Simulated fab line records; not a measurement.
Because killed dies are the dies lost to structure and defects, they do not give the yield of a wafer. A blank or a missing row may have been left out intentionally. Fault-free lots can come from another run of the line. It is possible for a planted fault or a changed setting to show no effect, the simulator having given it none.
Matching of chambers ; flow n5 finfet ; rie diel-04 running N5_BEOL_M10_ETCH_62: 4 sister chambers
The step etches SOC in N2/H2, target depth 110 nm, overetch 22 nm, time 165 s. 8 wafers are shown with their chamber, then 7 later ones without.

## WAFERS WITH THEIR CHAMBER
wafer;chamber;drypump motor current A (A);showerhead plenum p Torr (Torr)
L076.6;2;6.4;2.43
L075.6;1;5.4;2.57
L083.5;0;6.1;2.43
L090.1;2;6.4;2.42
L090.4;3;5.7;2.50
L090.6;1;5.4;2.56
L089.1;0;6.1;2.43
L089.4;3;5.6;2.50

## WAFERS MISSING THEIR CHAMBER
wafer;drypump motor current A (A);showerhead plenum p Torr (Torr)
L089.6;5.7;2.50
L094.2;5.7;2.50
L094.3;6.1;2.42
L094.5;5.4;2.56
L097.2;6.4;2.41
L097.3;5.7;2.49
L097.6;6.4;2.41

## WHICH CHAMBER EACH WENT THROUGH
wafer;from the rows above;in truth
L089.6;3;3
L094.2;3;3
L094.3;0;0
L094.5;1;1
L097.2;2;2
L097.3;3;3
L097.6;2;2
Correctly placed: 7 of 7. From these rows, 0 cannot be placed. Wrongly placed: 0.
How it was worked out, from the rows above alone: a wafer's distance from a chamber is the root of the sum, over the readings, of the square of ((its reading less the chamber's mean) divided by the reading's scatter). The wafer belongs to the nearest chamber; if the next one is less than 2 further off, it can't be placed. The mean given for a chamber averages the wafers shown for that chamber. How the scatter is found: for the shown wafers, subtract from each reading the mean of its chamber, square and add these, divide the total by (wafers less chambers), then take the root.
